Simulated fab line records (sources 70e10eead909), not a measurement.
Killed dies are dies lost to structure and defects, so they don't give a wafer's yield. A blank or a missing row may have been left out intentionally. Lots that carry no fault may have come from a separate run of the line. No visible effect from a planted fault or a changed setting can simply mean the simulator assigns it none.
Which tool is to blame?	flow nand_harc	18 wafers from 6 lots sampled at 4 of the route's 1159 steps

## WHAT EACH GAUGE READ, for each wafer
NHARC_P_M1_CD_MEAS_09: the cd target is 130 nm.
lot	measured	on	cd_nm (nm)
L977	day 6 17:53	cd_sem-03	130.4 129.8 130.4
L982	day 8 11:00	cd_sem-02	93.7 94.6 94.2
L989	day 10 07:11	cd_sem-01	130.2 130.8 130.2
L992	day 10 18:01	cd_sem-01	130.1 130.7 130.0
L994	day 11 05:12	cd_sem-02	130.3 129.9 129.8
L996	day 11 13:44	cd_sem-02	130.7 130.9 130.5

## WHAT TOOL EACH LOT RAN ON (gives the tool, then ch and the chambers of the sampled wafers, and finally the start)
lot	NHARC_P_M0_DESCUM_14	NHARC_P_M0_PVD_20	NHARC_P_M1_PEB_07
L977	rie_diel-01 ch 1,2,3, day 6 14:04	pvd_sputter-02, day 6 17:49 or earlier	litho_track-04 ch 0, day 6 17:49
L982	rie_diel-09 ch 2,3, day 8 07:02	pvd_sputter-03, day 8 10:55 or earlier	litho_track-01 ch 0, day 8 10:55
L989	rie_diel-09 ch 0,1,2, day 10 02:22	pvd_sputter-01, day 10 07:05 or earlier	litho_track-04 ch 0, day 10 07:05
L992	rie_diel-01 ch 1,2, day 10 14:05	pvd_sputter-03, day 10 17:56 or earlier	litho_track-01 ch 0, day 10 17:56
L994	rie_diel-13 ch 1,2, day 11 01:08	pvd_sputter-03, day 11 05:08 or earlier	litho_track-04 ch 0, day 11 05:08
L996	rie_diel-01 ch 0,1,3, day 11 09:32	pvd_sputter-02, day 11 13:40 or earlier	litho_track-04 ch 0, day 11 13:40
- NHARC_P_M0_DESCUM_14: chemistry O2, time 3 s.
- NHARC_P_M0_PVD_20: deposits TaN, target thk 5 nm, time 8.06 s.
- NHARC_P_M1_PEB_07: peb time 65 s.

## THE ANSWER, worked out from the rows above alone
Rule: the usual values come from the lots themselves. Put in order of their means at a reading, lots are off if they are a third of the lots or fewer, leave a main group of 4 or more, and stand apart from it by a gap of 3 or more times the standard deviation of the main group's means; of several such gaps the widest counts. A main group whose means are all the same, to the digits that the tables above print for the reading, isn't used. Also off: a lot with no number at a reading for which 4 or more lots have one. The other lots that the step has rows for count as sound.
Off, at NHARC_P_M1_CD_MEAS_09 on cd_nm: L982. For the main group the mean is 130.3 nm and the standard deviation 0.23.
A tool fits if, at a process step before that reading, it ran every lot that is off, and no sound lot after the first of them. Those tools and the gauges at NHARC_P_M1_CD_MEAS_09 are tried in the same way. NHARC_P_M0_PVD_20 gives no start for some lots, so the hours and the order of its lots are those of NHARC_P_M1_PEB_07. Of those tried, none fits.

## WHAT HAD BEEN PUT IN BY THE SIMULATOR
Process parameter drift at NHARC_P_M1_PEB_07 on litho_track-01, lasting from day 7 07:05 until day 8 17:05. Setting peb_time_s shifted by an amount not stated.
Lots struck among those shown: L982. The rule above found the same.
